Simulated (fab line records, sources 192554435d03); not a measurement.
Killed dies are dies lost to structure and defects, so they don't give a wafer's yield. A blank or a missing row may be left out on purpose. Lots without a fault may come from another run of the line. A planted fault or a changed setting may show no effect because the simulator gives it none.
Chamber matching | flow n5_finfet | N5_BEOL_M9_ETCH_62 on rie_diel-04: 4 sister chambers
The step etches SOC in N2/H2, target depth 110 nm, overetch 22 nm, time 165 s. 4 wafers are shown with their chamber, then 10 later ones without.

WAFERS WITH THEIR CHAMBER
wafer  | chamber | drypump_motor_current_A (A)
L079.5 | 1       | 5.3
L083.1 | 2       | 6.2
L083.6 | 3       | 6.4
L084.5 | 0       | 5.9

WAFERS WITHOUT THEIR CHAMBER
wafer  | drypump_motor_current_A (A)
L084.6 | 5.3
L087.1 | 5.3
L087.3 | 6.3
L087.6 | 6.3
L094.2 | 5.2
L094.4 | 6.2
L094.5 | 5.2
L097.3 | 5.3
L097.4 | 6.4
L097.5 | 6.4

WHICH CHAMBER EACH WENT THROUGH
wafer  | from the rows above     | in truth
L084.6 | 1                       | 1
L087.1 | 1                       | 1
L087.3 | can't be placed: 2 or 3 | 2
L087.6 | can't be placed: 2 or 3 | 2
L094.2 | 1                       | 1
L094.4 | 2                       | 2
L094.5 | 1                       | 1
L097.3 | 1                       | 1
L097.4 | 3                       | 3
L097.5 | 3                       | 3
Placed correctly: 8 of 10. Can't be placed from these rows: 2 (the true chamber is among the candidates in 2). Placed wrongly: 0.
How it was worked out, from the rows above alone: a wafer's distance from a chamber is the root of the sum, over the readings, of the square of ((its reading less the chamber's mean) divided by the reading's scatter). The wafer belongs to the nearest chamber; if the next one is less than 2 further off, it can't be placed. A chamber's mean is the mean of its shown wafers. The scatter: with one shown wafer a chamber, the root of the mean of the squares of how far each hidden wafer lies from its nearest shown one.
